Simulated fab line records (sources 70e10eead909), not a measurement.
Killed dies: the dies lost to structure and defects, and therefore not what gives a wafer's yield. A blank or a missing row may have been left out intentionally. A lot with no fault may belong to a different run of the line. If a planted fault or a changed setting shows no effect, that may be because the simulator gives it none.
Struck lot and sound lot, side by side | flow nand_harc | 15 out of 1302 route steps
Sound: wafers L270.1, L270.5, L270.6. Struck: wafers L267.3, L267.5, L267.6. The cause is given at the end.
Each step with rows lists, per side, the tool, then ch with its chambers, then its first start. Under that, the readings that differ: sound wafers | struck wafers | difference of the means | sigmas: that difference in standard deviations of wafers without a fault.
alike: words and numbers the same on both sides, and readings whose means are apart by under 2 such deviations; not compared: readings that were withheld, readings missing a value for some wafer, numbers with overlapping values and no deviation given by the record, and bounds like >300 which may hide the same value.
The two part at a step that has a row with sigmas, a row that says differs or no value, or rows on one side only. When numbers do not overlap yet have no deviation, they are printed without sigmas and do not part them. Lack of a reading on every wafer of one side parts them only where that side has two or more wafers.

first, 9 steps without rows for these wafers: NHARC_P_ZERO_WELL_STRIP_15 (strips in SPM, time 900 s); NHARC_P_ZERO_WELL_DEHYDRATE_16 (time 120 s); NHARC_P_ZERO_WELL_HMDS_17 (time 30 s); NHARC_P_ZERO_WELL_COAT_18; NHARC_P_ZERO_WELL_SOFTBAKE_19 (time 95 s); NHARC_P_ZERO_WELL_EBR_20; NHARC_P_ZERO_WELL_EXPOSE_21 (exposes mask P NWELL, target cd 720 nm); NHARC_P_ZERO_WELL_PEB_22 (peb time 85 s); NHARC_P_ZERO_WELL_DEVELOP_23 (time 70 s).
NHARC_P_ZERO_WELL_CD_MEAS_24 targets a cd of 720 nm.
  sound on cd_sem-02 ch 0, day 5 16:43; struck on cd_sem-01 ch 0, day 4 10:28
  alike: cd_nm
then, 1 step without rows for these wafers: NHARC_P_ZERO_WELL_HARDBAKE_25 (time 80 s).
NHARC_P_ZERO_WELL_DESCUM_26: chemistry O2, time 3 s.
  sound on rie_diel-13 ch 0,1, day 5 16:52; struck on rie_diel-13 ch 1,2,3, day 4 10:39
  alike: drypump_motor_current_A, oes_product_au, rf_vpp_V, showerhead_plenum_p_Torr, throttle_valve_pct
  not compared: rf_hours_counter_h
NHARC_P_ZERO_WELL_IMPLANT_27:
  struck on implanter-01, day 4 10:49; sound on implanter-02 ch 0, day 5 17:01
  no value came back on the struck wafers for beam_energy_keV, beam_on_s (s); on the sound wafers beam_energy_keV reads 599.88 599.65 600.06
then, 1 step without rows for these wafers: NHARC_P_ZERO_WELL_IMPLANT_57.
-- record jumps: 24 days between struck wafers' starts before vs after; left off in module P_ZERO_WELL, resumes in module END, first step shown is number 1302 of the route --
NHARC_END_SORT_01:
  only the struck wafers appear in the record here, on prober-01 ch 0 at day 28 00:59; the sound ones have no rows

## WHERE THEY PART
First at NHARC_P_ZERO_WELL_IMPLANT_27; last, within this record, at NHARC_END_SORT_01.

WHY: the cause the simulator had injected
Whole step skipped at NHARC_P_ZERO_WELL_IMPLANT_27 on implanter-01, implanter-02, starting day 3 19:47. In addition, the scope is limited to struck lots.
